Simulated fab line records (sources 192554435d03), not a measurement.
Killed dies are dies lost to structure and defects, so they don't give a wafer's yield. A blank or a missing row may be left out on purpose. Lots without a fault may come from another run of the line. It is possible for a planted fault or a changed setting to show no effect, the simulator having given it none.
fab line records    flow n5-finfet    part 1 of 2: steps 1 to 3 of 6
record: lots: 21  wafers: 63  last-day: 18
route steps=1938 shown BEOL_M0@748 BEOL_M1@768
lots with no fault: from the same line, run without faults
start-h: the number of hours between the record's first day and the start of the first shown wafer of the lot    wait-h: how many hours have passed since the lot's step before this one    " same as the row above    L1.1+2: a single row standing in for several wafers    - either no value or no given start    * or withheld: withheld    < > ~ a bound
route shown NAME@n: a module of which the file shows steps, and the number in the route of the first    usual: mean/standard deviation of fault-free wafers    same: alike in all rows    chamber/n: place in a boat    sites: the reading at each site    _std_site: their standard deviation    _edge_site: inner sites' mean taken away from outer sites' mean    radius-mm: for every site, how far away it sits from the centre of the wafer    mask NAME#n: copy n    behind: the last tool/chamber to shape the wafer    hold: why the lot was held/for how many hours/how that ended    device: the n, p or np transistor that did not switch    end of line: the same wafers' tests at the end of the route    a step given without rows: its recipe and nothing more    killed: count of dies lost to structure and defects at first sort (not the wafer's yield)    map: the dies of a wafer, with x for killed, . for not killed, _ for no die there
set.NAME: the setting as run; set.NAME@STEP: as run at that earlier step    model.NAME: the simulator's own value behind a step, which no gauge read
one table for each step of the route and one row for each wafer, over a sample of lots
services: a tool's chamber out of use, with start hour (start-h, from the record's first day; less than 0 if before it), hours out, and reason
== steps ==
step: N5_BEOL_M0_DEP_125
recipe: material: SiCN  target-thk-a: 80  temp-c: withheld  precursor: 3MS/NH3  pressure-torr: 3  rf-w: 202  time-s: 14
usual: showerhead-plenum-p-Torr: 3.663/0.012  throttle-valve-pct: 9.1/0.63
lot.wafer  tool      chamber  start-h  wait-h  showerhead-plenum-p-Torr  throttle-valve-pct
L074.1     pecvd-01  2        124.69   0.0     3.657                     8.2
L074.4     "         1        "        "       3.693                     10.4
L074.6     "         0        "        "       3.674                     8.6
L075.1     pecvd-01  1        135.38   0.0     3.683                     10.7
L075.2     "         0        "        "       3.675                     8.7
L075.6     "         1        "        "       3.678                     10.3
L077.1     pecvd-03  0        137.35   0.0     3.648                     8.8
L077.4     "         1        "        "       3.649                     8.5
L077.5     "         2        "        "       3.663                     8.7
L078.1     pecvd-01  2        140.09   0.0     3.649                     8.2
L078.4     "         0        "        "       3.670                     8.4
L078.6     "         0        "        "       3.660                     8.5
L079.4     pecvd-03  0        150.38   0.0     3.663                     8.9
L079.5     "         2        "        "       3.680                     8.6
L079.6     "         1        "        "       3.648                     8.9
L080.1     pecvd-01  2        159.91   0.0     3.656                     8.4
L080.5     "         2        "        "       3.645                     8.4
L080.6     "         1        "        "       3.685                     10.2
L081.1     pecvd-02  1        163.89   0.0     3.659                     9.7
L081.2     "         0        "        "       3.664                     9.4
L081.3     "         2        "        "       3.681                     9.7
L082.1     pecvd-03  0        163.91   0.0     3.658                     8.9
L082.2     "         1        "        "       3.646                     8.7
L082.3     "         2        "        "       3.664                     8.6
L083.2     pecvd-02  1        171.23   0.0     3.648                     9.4
L083.4     "         0        "        "       3.668                     9.9
L083.5     "         2        "        "       3.667                     9.7
L084.2     pecvd-03  0        185.33   0.0     3.658                     9.2
L084.4     "         2        "        "       3.678                     8.7
L084.5     "         1        "        "       3.644                     8.4
L086.1     pecvd-02  2        207.24   0.0     3.676                     9.5
L086.4     "         2        "        "       3.681                     9.7
L086.5     "         2        "        "       3.676                     9.6
L088.3     pecvd-03  2        207.74   0.0     3.669                     8.4
L088.5     "         0        "        "       3.657                     8.9
L088.6     "         1        "        "       3.632                     8.7
L089.1     pecvd-03  1        215.43   0.0     3.642                     8.8
L089.4     "         2        "        "       3.676                     8.6
L089.5     "         1        "        "       3.652                     8.8
L090.2     pecvd-02  2        217.77   0.0     3.658                     9.9
L090.4     "         1        "        "       3.662                     9.7
L090.6     "         0        "        "       3.659                     9.5
L091.1     pecvd-02  1        218.02   0.0     3.660                     9.8
L091.2     "         0        "        "       3.674                     9.7
L091.4     "         1        "        "       3.659                     9.5
L093.1     pecvd-01  2        236.05   0.0     3.666                     8.5
L093.2     "         1        "        "       3.670                     10.1
L093.4     "         1        "        "       3.671                     10.6
L092.1     pecvd-01  1        238.33   0.0     3.679                     10.3
L092.4     "         1        "        "       3.683                     10.2
L092.5     "         2        "        "       3.657                     8.5
L094.3     pecvd-03  0        239.62   0.0     3.658                     9.1
L094.5     "         1        "        "       3.650                     8.6
L094.6     "         0        "        "       3.661                     9.2
L095.1     pecvd-03  0        246.32   0.0     3.660                     8.9
L095.2     "         2        "        "       3.674                     8.8
L095.3     "         1        "        "       3.656                     8.7
L096.1     pecvd-02  2        255.26   0.0     3.662                     9.8
L096.3     "         0        "        "       3.661                     9.5
L096.4     "         1        "        "       3.652                     9.6
L097.2     pecvd-01  0        264.02   0.0     3.674                     8.4
L097.4     "         1        "        "       3.678                     10.2
L097.6     "         2        "        "       3.670                     8.3
step: N5_BEOL_M1_ETCH_74
recipe: chemistry: N2/H2  target: underlayer  target-depth-a: 65  mask-material: CAR-EUV  time-s: 5.2  ion-energy-ev: 200  pressure-mtorr: 30  source-w: 840  bias-w: 150  n2-flow-sccm: 200  h2-flow-sccm: 200  ends: cleared
usual: drypump-motor-current-A: 5.8/0.43  etch-rf-on-time-s: 5.22/0.13  h2-flow-sccm: 200.0/0.61  oes-product-au: 0.66/0.081  rf-vpp-V: 524.0/2.8  showerhead-plenum-p-Torr: 2.56/0.089  throttle-valve-pct: 17.99/0.27
lot.wafer  tool         chamber  start-h  wait-h  drypump-motor-current-A  etch-rf-on-time-s  h2-flow-sccm  oes-product-au  rf-hours-counter-h  rf-vpp-V  showerhead-plenum-p-Torr  throttle-valve-pct
L074.1     rie-diel-05  1        125.75   0.0     6.2                      5.35               200.5         0.58            250                 525.6     2.62                      17.88
L074.4     "            3        "        "       5.9                      5.26               199.4         0.66            132                 526.6     2.66                      18.12
L074.6     "            3        "        "       5.9                      5.28               201.1         0.66            -                   527.4     2.66                      18.10
L075.1     rie-diel-05  2        138.04   0.0     5.5                      5.17               199.3         0.58            250                 527.4     2.62                      18.42
L075.2     "            3        "        "       5.9                      5.22               200.7         0.66            137                 526.9     2.66                      18.13
L075.6     "            3        "        "       5.9                      5.23               200.7         0.65            -                   526.5     2.66                      18.11
L077.1     rie-diel-01  0        138.89   0.0     6.7                      5.17               200.8         0.62            200                 521.5     2.54                      17.88
L077.4     "            3        "        "       5.9                      5.11               200.0         0.59            241                 522.6     2.50                      18.18
L077.5     "            0        "        "       6.7                      5.16               199.9         0.63            -                   524.2     2.54                      17.87
L078.1     rie-diel-05  1        141.73   0.0     6.2                      5.35               200.7         0.58            255                 525.1     2.62                      17.88
L078.4     "            1        "        "       6.3                      5.32               199.2         0.58            -                   524.8     2.62                      17.88
L078.6     "            0        "        "       5.4                      5.26               200.1         0.63            -                   521.1     2.45                      17.94
L079.4     rie-diel-01  1        152.49   0.0     4.9                      5.16               199.4         0.61            196                 526.0     2.63                      18.00
L079.5     "            0        "        "       6.7                      5.12               199.6         0.63            -                   523.7     2.53                      17.91
L079.6     "            3        "        "       5.9                      5.12               200.1         0.59            -                   522.6     2.50                      18.20
L080.1     rie-diel-05  1        161.39   0.0     6.2                      5.33               200.1         0.58            259                 526.6     2.62                      17.89
L080.5     "            3        "        "       5.9                      5.22               200.9         0.64            -                   526.5     2.65                      18.13
L080.6     "            1        "        "       6.3                      5.33               200.1         0.57            -                   525.8     2.62                      17.87
L081.1     rie-diel-06  2        166.83   0.0     5.8                      5.12               201.0         0.60            231                 518.7     2.41                      18.51
L081.2     "            1        "        "       6.2                      4.90               199.7         0.66            153                 527.3     2.65                      18.22
L081.3     "            3        "        "       5.9                      5.16               200.4         0.78            29                  520.9     2.49                      17.71
L082.1     rie-diel-06  3        167.08   0.0     5.9                      5.20               200.5         0.77            29                  522.1     2.49                      17.68
L082.2     "            2        "        "       5.8                      5.27               199.5         0.59            231                 519.3     2.41                      18.52
L082.3     "            1        "        "       6.2                      4.96               200.8         0.66            153                 525.4     2.65                      18.24
L083.2     rie-diel-01  0        173.53   0.0     6.7                      5.05               200.8         0.62            210                 523.1     2.53                      17.92
L083.4     "            0        "        "       6.7                      5.08               199.9         0.62            -                   523.2     2.53                      17.92
L083.5     "            1        "        "       5.0                      5.08               201.3         0.61            -                   525.8     2.63                      18.05
L084.2     rie-diel-06  0        188.08   0.0     5.5                      5.13               199.2         0.60            243                 519.6     2.39                      18.21
L084.4     "            3        "        "       5.9                      5.18               200.7         0.76            36                  521.2     2.49                      17.71
L084.5     "            2        "        "       5.8                      5.24               200.1         0.58            -                   519.0     2.41                      18.51
L086.1     rie-diel-05  3        208.27   0.0     5.9                      5.30               200.7         0.64            161                 525.7     2.64                      18.14
L086.4     "            2        "        "       5.5                      5.43               199.6         0.76            14                  525.1     2.61                      18.03
L086.5     "            2        "        "       5.5                      5.45               199.7         0.77            -                   525.7     2.61                      18.04
L088.3     rie-diel-05  0        208.60   0.0     5.4                      5.31               199.2         0.62            155                 520.4     2.44                      18.00
L088.5     "            2        "        "       5.4                      5.38               200.8         0.76            -                   526.5     2.61                      18.07
L088.6     "            1        "        "       6.2                      5.21               199.8         0.83            -                   525.8     2.61                      17.40
L089.1     rie-diel-06  1        216.42   0.0     6.2                      5.06               200.4         0.64            168                 525.1     2.65                      18.25
L089.4     "            1        "        "       6.2                      5.08               200.5         0.63            -                   528.7     2.64                      18.25
L089.5     "            2        "        "       5.8                      5.32               200.1         0.58            -                   520.1     2.41                      18.52
L090.2     rie-diel-05  0        218.66   0.0     5.4                      5.39               200.4         0.62            158                 522.5     2.44                      18.00
L090.4     "            2        "        "       5.4                      5.45               199.7         0.75            17                  526.3     2.61                      18.03
L090.6     "            3        "        "       5.9                      5.34               199.2         0.62            -                   526.3     2.64                      18.14
L091.1     rie-diel-01  3        221.07   0.0     5.9                      4.90               200.4         0.84            9                   524.4     2.49                      17.71
L091.2     "            0        "        "       6.7                      5.13               199.3         0.62            225                 522.9     2.53                      17.95
L091.4     "            1        "        "       5.0                      5.17               200.0         0.59            216                 527.0     2.62                      18.02
L093.1     rie-diel-06  3        237.31   0.0     5.9                      5.20               200.6         0.74            49                  523.6     2.48                      17.72
L093.2     "            1        "        "       6.2                      5.06               200.2         0.65            175                 525.2     2.64                      18.28
L093.4     "            3        "        "       5.9                      5.30               199.6         0.73            -                   523.2     2.48                      17.71
L092.1     rie-diel-01  0        241.05   0.0     6.7                      5.13               199.7         0.61            229                 524.5     2.52                      17.94
L092.4     "            1        "        "       4.9                      5.20               199.6         0.58            220                 528.7     2.62                      18.05
L092.5     "            3        "        "       5.9                      4.98               198.6         0.83            -                   521.7     2.49                      17.71
L094.3     rie-diel-06  3        241.28   0.0     5.9                      5.20               200.0         0.74            51                  521.1     2.48                      17.73
L094.5     "            3        "        "       5.9                      5.23               199.3         0.74            -                   519.7     2.48                      17.69
L094.6     "            0        "        "       5.5                      5.11               200.7         0.82            -                   527.7     2.70                      17.75
L095.1     rie-diel-05  1        248.30   0.0     6.2                      5.24               200.0         0.80            17                  521.9     2.61                      17.42
L095.2     "            2        "        "       5.4                      5.36               200.3         0.74            26                  525.4     2.61                      18.10
L095.3     "            3        "        "       5.9                      5.27               200.6         0.62            173                 528.2     2.64                      18.17
L096.1     rie-diel-01  0        257.49   0.0     6.7                      5.13               200.9         0.62            234                 524.0     2.52                      17.94
L096.3     "            1        "        "       4.9                      5.18               200.6         0.59            225                 526.4     2.62                      18.05
L096.4     "            2        "        "       6.0                      5.40               199.6         0.60            172                 518.7     2.43                      17.68
L097.2     rie-diel-05  0        266.88   0.0     5.4                      5.34               200.4         0.61            172                 522.1     2.44                      18.01
L097.4     "            1        "        "       6.2                      5.29               200.0         0.78            24                  526.1     2.61                      17.44
L097.6     "            3        "        "       5.9                      5.31               200.0         0.62            -                   527.3     2.64                      18.18
step: N5_BEOL_M1_ETCH_63
recipe: chemistry: CF4  target: SiARC  target-depth-a: 156  mask-material: CAR-EUV  time-s: 26  ion-energy-ev: 80  pressure-mtorr: 40  source-w: 545  bias-w: 36  Ar_flow_sccm: 100  cf4-flow-sccm: 100  ends: cleared
usual: drypump-motor-current-A: 5.8/0.43  etch-rf-on-time-s: 26.2/0.67  oes-product-au: 0.67/0.08  rf-vpp-V: 184.1/1.1  showerhead-plenum-p-Torr: 2.15/0.07  throttle-valve-pct: 15.71/0.25
lot.wafer  tool         chamber  start-h  wait-h  drypump-motor-current-A  etch-rf-on-time-s  oes-product-au  rf-hours-counter-h  rf-vpp-V  showerhead-plenum-p-Torr  throttle-valve-pct
L074.1     rie-diel-05  1        125.77   0.0     6.2                      26.6               0.58            250                 184.2     2.19                      15.58
L074.4     "            3        "        "       5.9                      26.0               0.66            132                 184.4     2.23                      15.77
L074.6     "            3        "        "       5.9                      26.1               0.66            -                   185.6     2.23                      15.76
L075.1     rie-diel-05  2        138.05   0.0     5.4                      26.7               0.57            250                 183.7     2.21                      16.16
L075.2     "            3        "        "       5.9                      26.4               0.66            137                 185.0     2.23                      15.77
L075.6     "            3        "        "       5.9                      26.5               0.65            -                   184.7     2.23                      15.76
L077.1     rie-diel-01  0        138.91   0.0     6.7                      25.7               0.64            200                 185.4     2.13                      15.70
L077.4     "            3        "        "       5.8                      25.5               0.59            241                 183.6     2.10                      16.00
L077.5     "            0        "        "       6.7                      25.7               0.64            -                   184.6     2.13                      15.68
L078.1     rie-diel-05  1        141.75   0.0     6.2                      27.2               0.58            255                 185.1     2.19                      15.61
L078.4     "            1        "        "       6.2                      27.3               0.57            -                   183.5     2.19                      15.60
L078.6     "            0        "        "       5.4                      26.8               0.64            -                   182.8     2.07                      15.63
L079.4     rie-diel-01  1        152.51   0.0     4.9                      26.4               0.60            196                 183.5     2.22                      15.83
L079.5     "            0        "        "       6.7                      25.8               0.63            -                   183.4     2.13                      15.69
L079.6     "            3        "        "       5.9                      25.8               0.58            -                   184.0     2.10                      15.99
L080.1     rie-diel-05  1        161.40   0.0     6.2                      26.8               0.58            259                 185.1     2.19                      15.59
L080.5     "            3        "        "       5.9                      26.5               0.65            -                   184.8     2.22                      15.77
L080.6     "            1        "        "       6.2                      26.9               0.58            -                   186.0     2.19                      15.62
L081.1     rie-diel-06  2        166.85   0.0     5.7                      25.7               0.60            231                 183.4     2.04                      16.15
L081.2     "            1        "        "       6.2                      25.0               0.66            153                 185.8     2.22                      15.87
L081.3     "            3        "        "       5.9                      26.1               0.77            29                  183.8     2.10                      15.48
L082.1     rie-diel-06  3        167.10   0.0     5.9                      26.0               0.77            29                  184.0     2.10                      15.48
L082.2     "            2        "        "       5.8                      25.6               0.60            231                 182.6     2.03                      16.16
L082.3     "            1        "        "       6.2                      24.9               0.66            153                 185.6     2.22                      15.87
L083.2     rie-diel-01  0        173.54   0.0     6.7                      25.6               0.63            210                 183.0     2.13                      15.70
L083.4     "            0        "        "       6.7                      25.5               0.63            -                   183.7     2.13                      15.70
L083.5     "            1        "        "       4.9                      26.1               0.60            -                   184.8     2.22                      15.86
L084.2     rie-diel-06  0        188.10   0.0     5.4                      25.9               0.61            243                 182.6     2.04                      16.07
L084.4     "            3        "        "       5.9                      26.3               0.76            36                  181.9     2.10                      15.48
L084.5     "            2        "        "       5.8                      26.0               0.59            -                   183.7     2.03                      16.15
L086.1     rie-diel-05  3        208.28   0.0     5.9                      26.5               0.63            161                 187.3     2.22                      15.81
L086.4     "            2        "        "       5.4                      26.9               0.76            14                  184.1     2.20                      15.70
L086.5     "            2        "        "       5.4                      26.9               0.75            -                   185.9     2.20                      15.69
L088.3     rie-diel-05  0        208.61   0.0     5.4                      26.4               0.62            155                 182.5     2.07                      15.69
L088.5     "            2        "        "       5.4                      27.0               0.76            -                   184.9     2.20                      15.69
L088.6     "            1        "        "       6.2                      26.0               0.84            -                   185.6     2.18                      15.08
L089.1     rie-diel-06  1        216.43   0.0     6.2                      24.8               0.65            168                 184.9     2.21                      15.91
L089.4     "            1        "        "       6.2                      24.9               0.65            -                   183.5     2.21                      15.89
L089.5     "            2        "        "       5.8                      25.9               0.59            -                   182.2     2.03                      16.19
L090.2     rie-diel-05  0        218.68   0.0     5.4                      26.6               0.62            158                 181.7     2.07                      15.71
L090.4     "            2        "        "       5.5                      26.5               0.76            17                  184.2     2.20                      15.70
L090.6     "            3        "        "       5.9                      26.2               0.64            -                   184.1     2.22                      15.80
L091.1     rie-diel-01  3        221.09   0.0     5.8                      24.8               0.82            9                   184.2     2.10                      15.48
L091.2     "            0        "        "       6.7                      25.5               0.62            225                 184.5     2.12                      15.74
L091.4     "            1        "        "       4.9                      25.9               0.60            216                 183.7     2.21                      15.89
L093.1     rie-diel-06  3        237.33   0.0     5.9                      27.1               0.73            49                  182.8     2.09                      15.51
L093.2     "            1        "        "       6.2                      25.4               0.64            175                 184.6     2.21                      15.91
L093.4     "            3        "        "       5.9                      26.9               0.74            -                   183.7     2.09                      15.53
L092.1     rie-diel-01  0        241.06   0.0     6.7                      25.1               0.62            229                 183.7     2.12                      15.74
L092.4     "            1        "        "       4.9                      26.0               0.60            220                 183.8     2.21                      15.89
L092.5     "            3        "        "       5.8                      24.6               0.82            -                   185.2     2.10                      15.49
L094.3     rie-diel-06  3        241.30   0.0     5.9                      26.1               0.75            51                  183.8     2.09                      15.53
L094.5     "            3        "        "       5.9                      26.3               0.74            -                   182.9     2.09                      15.52
L094.6     "            0        "        "       5.4                      25.6               0.83            -                   186.0     2.29                      15.55
L095.1     rie-diel-05  1        248.32   0.0     6.2                      26.2               0.80            17                  185.6     2.18                      15.12
L095.2     "            2        "        "       5.4                      26.7               0.74            26                  184.5     2.20                      15.74
L095.3     "            3        "        "       5.9                      26.5               0.62            173                 184.4     2.21                      15.82
L096.1     rie-diel-01  0        257.51   0.0     6.7                      25.3               0.62            234                 183.4     2.12                      15.75
L096.3     "            1        "        "       4.9                      26.1               0.58            225                 183.7     2.21                      15.89
L096.4     "            2        "        "       6.0                      27.0               0.60            172                 184.0     2.06                      15.50
L097.2     rie-diel-05  0        266.89   0.0     5.4                      26.7               0.60            172                 183.1     2.06                      15.71
L097.4     "            1        "        "       6.2                      26.5               0.78            24                  184.6     2.18                      15.13
L097.6     "            3        "        "       5.9                      26.7               0.62            -                   184.5     2.21                      15.84
